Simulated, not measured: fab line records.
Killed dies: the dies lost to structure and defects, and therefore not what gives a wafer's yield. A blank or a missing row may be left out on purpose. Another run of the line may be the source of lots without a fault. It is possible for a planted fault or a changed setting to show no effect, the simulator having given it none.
Which tool is to blame?	flow nand-harc	69 wafers from 23 lots sampled at 6 of the route's 1302 steps

== WHAT THE GAUGES SHOWED, per wafer ==
Not one reading of a measure or inspect step in the record can be checked against a usual standard deviation.

== EACH LOT AND THE TOOL THAT RAN IT (in order: tool; ch and the chambers of the sampled wafers; start) ==
lot	NHARC_A_STAIRCASE_TRIM_187	NHARC_A_STAIRCASE_TRIM_189	NHARC_A_STAIRCASE_TRIM_196	NHARC_A_STAIRCASE_ETCH_199	NHARC_A_STAIRCASE_TRIM_202	NHARC_A_STAIRCASE_ETCH_253
L075	rie-diel-09 ch 1,2,3, day 15 21:11	rie-diel-09 ch 0,1, day 15 22:32 or earlier	rie-diel-02 ch 0,1,2, day 15 22:32	rie-diel-02 ch 2,3, day 16 07:08 or earlier	rie-diel-02 ch 0,2,3, day 16 07:08 or earlier	rie-diel-02 ch 0,2,3, day 16 07:08
L074	rie-diel-09 ch 0,1,2, day 15 21:52	rie-diel-09 ch 2,3, day 15 23:26 or earlier	rie-diel-13 ch 0,2,3, day 15 23:26	rie-diel-13 ch 0,3, day 16 06:13 or earlier	rie-diel-13 ch 0,2, day 16 06:13 or earlier	rie-diel-09 ch 1,2, day 16 06:13
L077	rie-diel-09 ch 2,3, day 16 16:37	rie-diel-09 ch 2,3, day 16 17:49 or earlier	rie-diel-02 ch 1,2,3, day 16 17:49	rie-diel-02 ch 1,3, day 17 01:10 or earlier	rie-diel-02 ch 0,1, day 17 01:10 or earlier	rie-diel-13 ch 2,3, day 17 01:10
L076	rie-diel-02 ch 0,2,3, day 16 21:13	rie-diel-02 ch 1,2, day 16 22:14 or earlier	rie-diel-13 ch 0,3, day 16 22:14	rie-diel-13 ch 2,3, day 17 04:52 or earlier	rie-diel-13 ch 2,3, day 17 04:52 or earlier	rie-diel-02 ch 1,2,3, day 17 04:52
L078	rie-diel-09 ch 0,2, day 17 02:45	rie-diel-09 ch 1,3, day 17 03:48 or earlier	rie-diel-09 ch 0,1,2, day 17 03:48	rie-diel-09 ch 1,2,3, day 17 10:02 or earlier	rie-diel-09 ch 1,2,3, day 17 10:02 or earlier	rie-diel-09 ch 0,1,3, day 17 10:02
L079	rie-diel-02 ch 1,3, day 18 04:44	rie-diel-02 ch 0,2,3, day 18 07:22 or earlier	rie-diel-02 ch 1,2, day 18 07:22	rie-diel-02 ch 0,1,3, day 18 14:02 or earlier	rie-diel-02 ch 0,2,3, day 18 14:02 or earlier	rie-diel-02 ch 0,1,2, day 18 14:02
L080	rie-diel-13 ch 0,2, day 18 12:38	rie-diel-13 ch 0,3, day 18 13:41 or earlier	rie-diel-13 ch 0,1,3, day 18 13:41	rie-diel-13 ch 0,1, day 18 20:04 or earlier	rie-diel-13 ch 2,3, day 18 20:04 or earlier	rie-diel-09 ch 0,2,3, day 18 20:04
L081	rie-diel-09 ch 0,1,2, day 19 01:57	rie-diel-09 ch 0,1, day 19 03:27 or earlier	rie-diel-13 ch 0,1,2, day 19 03:27	rie-diel-13 ch 1,3, day 19 09:50 or earlier	rie-diel-13 ch 1,2, day 19 09:50 or earlier	rie-diel-09 ch 1,2,3, day 19 09:50
L082	rie-diel-02 ch 0,1, day 19 17:19	rie-diel-02 ch 1,2, day 19 18:23 or earlier	rie-diel-13 ch 0,1,3, day 19 18:23	rie-diel-13 ch 1,2, day 20 04:29 or earlier	rie-diel-13 ch 0,2,3, day 20 04:29 or earlier	rie-diel-09 ch 0,2,3, day 20 04:29
L084	rie-diel-02 ch 0,1, day 20 05:08	rie-diel-02 ch 0,2, day 20 06:14 or earlier	rie-diel-09 ch 0,1,2, day 20 06:14	rie-diel-09 ch 0,3, day 20 13:01 or earlier	rie-diel-09 ch 1,2,3, day 20 13:01 or earlier	rie-diel-09 ch 1,2,3, day 20 13:01
L085	rie-diel-13 ch 1,2,3, day 20 12:04	rie-diel-13 ch 0,2,3, day 20 13:06 or earlier	rie-diel-13 ch 0,1,3, day 20 13:06	rie-diel-13 ch 0,1,2, day 20 20:11 or earlier	rie-diel-13 ch 1,2,3, day 20 20:11 or earlier	rie-diel-02 ch 0,2,3, day 20 20:11
L086	rie-diel-09 ch 2,3, day 20 13:32	rie-diel-09 ch 1,3, day 20 14:34 or earlier	rie-diel-09 ch 0,2, day 20 14:34	rie-diel-09 ch 1,3, day 20 21:26 or earlier	rie-diel-09 ch 0,1,2, day 20 21:26 or earlier	rie-diel-09 ch 0,2, day 20 21:26
L089	rie-diel-13 ch 1,3, day 21 23:16	rie-diel-13 ch 2,3, day 22 00:26 or earlier	rie-diel-02 ch 0,2,3, day 22 00:26	rie-diel-02 ch 0,2,3, day 22 06:41 or earlier	rie-diel-02 ch 0,2, day 22 06:41 or earlier	rie-diel-02 ch 1,2,3, day 22 06:41
L087	rie-diel-13 ch 1,3, day 22 01:07	rie-diel-13 ch 1,2, day 22 02:16 or earlier	rie-diel-13 ch 0,1,3, day 22 02:16	rie-diel-13 ch 0,2, day 22 08:34 or earlier	rie-diel-13 ch 1,3, day 22 08:34 or earlier	rie-diel-13 ch 0,1, day 22 08:34
L088	rie-diel-02 ch 0,1,2, day 22 08:08	rie-diel-02 ch 1,3, day 22 09:10 or earlier	rie-diel-09 ch 1,3, day 22 09:10	rie-diel-09 ch 1,2,3, day 22 15:32 or earlier	rie-diel-09 ch 0,3, day 22 15:32 or earlier	rie-diel-02 ch 0,1,2, day 22 15:32
L091	rie-diel-02 ch 0,1, day 22 20:11	rie-diel-02 ch 0,1,2, day 22 21:25 or earlier	rie-diel-02 ch 0,2, day 22 21:25	rie-diel-02 ch 2,3, day 23 05:28 or earlier	rie-diel-02 ch 1,3, day 23 05:28 or earlier	rie-diel-13 ch 0,2,3, day 23 05:28
L090	rie-diel-02 ch 0,1, day 23 04:54	rie-diel-02 ch 0,3, day 23 05:59 or earlier	rie-diel-09 ch 0,1,3, day 23 05:59	rie-diel-09 ch 0,1, day 23 16:30 or earlier	rie-diel-09 ch 1,2, day 23 16:30 or earlier	rie-diel-02 ch 0,1, day 23 16:30
L093	rie-diel-13 ch 1,2,3, day 23 05:17	rie-diel-13 ch 0,2,3, day 23 06:19 or earlier	rie-diel-02 ch 1,2,3, day 23 06:19	rie-diel-02 ch 1,2,3, day 23 14:46 or earlier	rie-diel-02 ch 0,1,2, day 23 14:46 or earlier	rie-diel-09 ch 0,2, day 23 14:46
L092	rie-diel-09 ch 0,3, day 23 18:31	rie-diel-09 ch 2,3, day 23 19:41 or earlier	rie-diel-02 ch 1,2, day 23 19:41	rie-diel-02 ch 0,3, day 24 02:53 or earlier	rie-diel-02 ch 0,1, day 24 02:53 or earlier	rie-diel-09 ch 0,1, day 24 02:53
L094	rie-diel-13 ch 0,1,3, day 24 10:26	rie-diel-13 ch 0,1,2, day 24 11:28 or earlier	rie-diel-09 ch 0,1,3, day 24 11:28	rie-diel-09 ch 0,2,3, day 24 17:47 or earlier	rie-diel-09 ch 0,2,3, day 24 17:47 or earlier	rie-diel-09 ch 0,2,3, day 24 17:47
L095	rie-diel-02 ch 1,2,3, day 24 10:50	rie-diel-02 ch 0,1,2, day 24 11:52 or earlier	rie-diel-02 ch 1,2,3, day 24 11:52	rie-diel-02 ch 0,2,3, day 24 21:36 or earlier	rie-diel-02 ch 0,1,3, day 24 21:36 or earlier	rie-diel-13 ch 0,1,3, day 24 21:36
L096	rie-diel-09 ch 1,3, day 25 06:21	rie-diel-09 ch 1,2,3, day 25 07:25 or earlier	rie-diel-09 ch 0,1,3, day 25 07:25	rie-diel-09 ch 0,1,3, day 25 13:47 or earlier	rie-diel-09 ch 0,2,3, day 25 13:47 or earlier	rie-diel-09 ch 0,1,3, day 25 13:47
L097	rie-diel-13 ch 1,3, day 25 06:23	rie-diel-13 ch 0,3, day 25 07:28 or earlier	rie-diel-13 ch 1,2, day 25 07:28	rie-diel-13 ch 0,1,2, day 25 14:41 or earlier	rie-diel-13 ch 0,3, day 25 14:41 or earlier	rie-diel-09 ch 0,2, day 25 14:41
- NHARC_A_STAIRCASE_TRIM_187: chemistry O2, time 211.2 s.
- NHARC_A_STAIRCASE_TRIM_189: chemistry O2, time 211.2 s.
- NHARC_A_STAIRCASE_TRIM_196: chemistry O2, time 211.2 s.
- NHARC_A_STAIRCASE_ETCH_199: etches the open film in C4F8/O2, target depth 100 nm, time 40.5 s.
- NHARC_A_STAIRCASE_TRIM_202: chemistry O2, time 211.2 s.
- NHARC_A_STAIRCASE_ETCH_253: etches the open film in C4F8/O2, target depth 50 nm, time 20.2 s.

== WHAT THE TOOLS THEMSELVES READ (means of the sampled wafers that have a number; where no wafer has one, the mark that the record gives instead) ==
NHARC_A_STAIRCASE_TRIM_187.
lot	tool	drypump-motor-current-A (A)	oes-product-au (a.u.)	rf-vpp-V (V)	showerhead-plenum-p-Torr (Torr)	throttle-valve-pct (%)
L075	rie-diel-09	5.6	1.000	57.4	3.55	17.032
L074	rie-diel-09	6.0	0.999	58.2	3.67	17.033
L077	rie-diel-09	5.9	1.005	57.1	3.58	17.038
L076	rie-diel-02	5.8	1.002	57.6	3.39	17.026
L078	rie-diel-09	6.3	0.993	58.3	3.70	17.034
L079	rie-diel-02	5.5	0.996	57.5	3.59	17.045
L080	rie-diel-13	5.9	0.995	57.7	3.55	17.030
L081	rie-diel-09	6.0	1.004	57.7	3.66	17.037
L082	rie-diel-02	5.6	0.994	57.5	3.55	17.039
L084	rie-diel-02	5.9	0.996	58.1	3.44	17.028
L085	rie-diel-13	5.9	1.007	57.4	3.52	17.037
L086	rie-diel-09	5.9	0.998	58.4	3.56	17.036
L089	rie-diel-13	5.9	1.005	57.4	3.58	17.045
L087	rie-diel-13	6.0	1.005	58.4	3.58	17.021
L088	rie-diel-02	5.7	1.011	58.0	3.59	17.035
L091	rie-diel-02	5.9	1.015	57.7	3.44	17.031
L090	rie-diel-02	5.5	0.998	57.4	3.54	17.046
L093	rie-diel-13	5.9	1.009	57.4	3.51	17.035
L092	rie-diel-09	5.8	0.986	57.7	3.62	17.038
L094	rie-diel-13	5.9	1.011	58.5	3.57	17.038
L095	rie-diel-02	5.5	0.995	58.2	3.65	17.029
L096	rie-diel-09	5.3	1.002	57.9	3.48	17.043
L097	rie-diel-13	5.9	1.011	57.8	3.54	17.033

NHARC_A_STAIRCASE_TRIM_189.
lot	tool	drypump-motor-current-A (A)	oes-product-au (a.u.)	rf-vpp-V (V)	showerhead-plenum-p-Torr (Torr)	throttle-valve-pct (%)
L075	rie-diel-09	5.7	0.999	57.9	3.64	17.039
L074	rie-diel-09	5.4	1.001	57.9	3.49	17.044
L077	rie-diel-09	5.4	0.996	57.2	3.49	17.030
L076	rie-diel-02	5.5	1.005	57.0	3.40	17.041
L078	rie-diel-09	5.2	1.006	57.5	3.46	17.041
L079	rie-diel-02	5.9	1.005	57.2	3.57	17.048
L080	rie-diel-13	5.9	0.998	58.2	3.58	17.034
L081	rie-diel-09	6.0	1.003	58.2	3.69	17.048
L082	rie-diel-02	5.3	1.002	57.4	3.71	17.030
L084	rie-diel-02	5.8	1.017	57.7	3.65	17.027
L085	rie-diel-13	5.9	1.003	56.9	3.52	17.033
L086	rie-diel-09	5.1	1.003	57.5	3.44	17.036
L089	rie-diel-13	5.9	1.004	58.0	3.44	17.040
L087	rie-diel-13	5.9	1.011	58.4	3.46	17.042
L088	rie-diel-02	5.4	0.983	57.0	3.61	17.041
L091	rie-diel-02	5.7	0.998	58.4	3.59	17.037
L090	rie-diel-02	5.9	0.992	57.1	3.46	17.033
L093	rie-diel-13	5.9	1.000	57.9	3.51	17.037
L092	rie-diel-09	5.9	1.007	57.5	3.55	17.032
L094	rie-diel-13	5.9	1.006	57.2	3.53	17.035
L095	rie-diel-02	5.7	0.996	58.2	3.58	17.027
L096	rie-diel-09	5.6	1.008	57.9	3.51	17.043
L097	rie-diel-13	5.9	1.008	57.9	3.55	17.034

NHARC_A_STAIRCASE_TRIM_196.
lot	tool	drypump-motor-current-A (A)	oes-product-au (a.u.)	rf-vpp-V (V)	showerhead-plenum-p-Torr (Torr)	throttle-valve-pct (%)
L075	rie-diel-02	5.7	1.010	57.2	3.43	17.044
L074	rie-diel-13	5.9	1.005	57.1	3.54	17.037
L077	rie-diel-02	5.5	1.010	57.8	3.50	17.037
L076	rie-diel-13	5.9	0.998	57.5	3.61	17.036
L078	rie-diel-09	6.0	1.005	58.1	3.67	17.030
L079	rie-diel-02	5.5	1.011	57.8	3.76	17.041
L080	rie-diel-13	5.9	1.002	57.8	3.60	17.042
L081	rie-diel-13	5.9	0.992	58.0	3.55	17.035
L082	rie-diel-13	5.9	0.992	58.1	3.59	17.033
L084	rie-diel-09	6.0	0.995	58.0	3.65	17.043
L085	rie-diel-13	5.9	0.998	57.6	3.59	17.035
L086	rie-diel-09	6.3	1.005	57.5	3.68	17.048
L089	rie-diel-02	5.9	1.002	58.3	3.55	17.033
L087	rie-diel-13	5.9	1.001	58.4	3.58	17.037
L088	rie-diel-09	5.2	1.000	58.0	3.44	17.034
L091	rie-diel-02	5.8	1.009	58.6	3.64	17.029
L090	rie-diel-09	5.6	1.005	57.7	3.55	17.034
L093	rie-diel-02	5.5	0.996	58.9	3.65	17.038
L092	rie-diel-02	5.5	1.006	58.0	3.73	17.035
L094	rie-diel-09	5.6	0.993	57.4	3.55	17.043
L095	rie-diel-02	5.5	0.994	58.7	3.65	17.025
L096	rie-diel-09	5.6	0.998	58.2	3.54	17.043
L097	rie-diel-13	5.9	1.010	57.9	3.52	17.044

NHARC_A_STAIRCASE_ETCH_199.
lot	tool	oes-product-au (a.u.)	rf-vpp-V (V)
L075	rie-diel-02	0.964	894
L074	rie-diel-13	0.947	899
L077	rie-diel-02	0.965	900
L076	rie-diel-13	0.950	893
L078	rie-diel-09	0.947	897
L079	rie-diel-02	0.940	896
L080	rie-diel-13	0.950	899
L081	rie-diel-13	0.952	898
L082	rie-diel-13	0.941	894
L084	rie-diel-09	0.954	900
L085	rie-diel-13	0.947	897
L086	rie-diel-09	0.939	895
L089	rie-diel-02	0.940	897
L087	rie-diel-13	0.948	894
L088	rie-diel-09	0.954	895
L091	rie-diel-02	0.955	903
L090	rie-diel-09	0.926	902
L093	rie-diel-02	0.959	901
L092	rie-diel-02	0.949	894
L094	rie-diel-09	0.953	898
L095	rie-diel-02	0.938	897
L096	rie-diel-09	0.939	897
L097	rie-diel-13	0.942	896

NHARC_A_STAIRCASE_TRIM_202.
lot	tool	drypump-motor-current-A (A)	oes-product-au (a.u.)	rf-vpp-V (V)	showerhead-plenum-p-Torr (Torr)	throttle-valve-pct (%)
L075	rie-diel-02	5.9	0.996	57.8	3.39	17.045
L074	rie-diel-13	5.9	1.003	58.0	3.57	17.027
L077	rie-diel-02	5.9	1.009	57.5	3.46	17.035
L076	rie-diel-13	5.8	1.004	56.7	3.46	17.043
L078	rie-diel-09	5.6	1.001	57.4	3.55	17.039
L079	rie-diel-02	5.9	1.000	58.8	3.57	17.034
L080	rie-diel-13	5.9	1.007	57.1	3.50	17.030
L081	rie-diel-13	5.9	1.000	58.0	3.47	17.029
L082	rie-diel-13	5.9	1.000	57.5	3.52	17.039
L084	rie-diel-09	5.6	1.002	57.8	3.53	17.035
L085	rie-diel-13	5.9	1.011	56.8	3.52	17.039
L086	rie-diel-09	6.0	1.005	58.7	3.65	17.034
L089	rie-diel-02	6.1	1.011	57.5	3.48	17.034
L087	rie-diel-13	5.9	1.006	58.0	3.58	17.036
L088	rie-diel-09	5.8	0.992	58.8	3.62	17.045
L091	rie-diel-02	5.4	0.985	57.6	3.61	17.037
L090	rie-diel-09	5.8	1.015	57.2	3.58	17.046
L093	rie-diel-02	5.7	0.998	59.0	3.58	17.036
L092	rie-diel-02	5.6	1.006	58.0	3.53	17.029
L094	rie-diel-09	5.9	1.001	58.6	3.58	17.035
L095	rie-diel-02	5.7	0.993	58.0	3.50	17.046
L096	rie-diel-09	5.8	1.001	58.2	3.57	17.032
L097	rie-diel-13	5.8	1.017	58.1	3.57	17.036

NHARC_A_STAIRCASE_ETCH_253.
lot	tool	oes-product-au (a.u.)	rf-vpp-V (V)
L075	rie-diel-02	0.953	891
L074	rie-diel-09	0.960	899
L077	rie-diel-13	0.919	895
L076	rie-diel-02	0.975	895
L078	rie-diel-09	0.979	898
L079	rie-diel-02	0.967	899
L080	rie-diel-09	0.920	898
L081	rie-diel-09	0.956	896
L082	rie-diel-09	0.925	899
L084	rie-diel-09	0.972	895
L085	rie-diel-02	0.975	897
L086	rie-diel-09	0.967	901
L089	rie-diel-02	0.962	901
L087	rie-diel-13	0.945	899
L088	rie-diel-02	0.952	898
L091	rie-diel-13	0.949	895
L090	rie-diel-02	0.964	891
L093	rie-diel-09	0.946	902
L092	rie-diel-09	0.956	901
L094	rie-diel-09	0.963	897
L095	rie-diel-13	1.004	897
L096	rie-diel-09	0.976	896
L097	rie-diel-09	0.961	901

== THE ANSWER, worked out from the rows above alone ==
Rule: the usual values come from the lots themselves. The widest of any qualifying gaps counts: lots, ordered by their means at a reading, are off when they make up no more than a third of the lots, leave a main group of 4 or more, and stand apart from it by 3 or more times the standard deviation of that group's means. Not used: any main group whose means are identical at the precision the tables above print for the reading. Also off: a lot with no number at a reading for which 4 or more lots have one. The other lots that the step has rows for count as sound. Order of review: gauges by route order, followed by the tools' own readings, for which a lot's mean as printed above is used. At the first step where some lot is off, the reading lying furthest off is the one used; lots without a number count as furthest.
No lot is off at any reading shown: from this, nothing can be told.

== WHAT WAS PUT IN BY THE SIMULATOR ==
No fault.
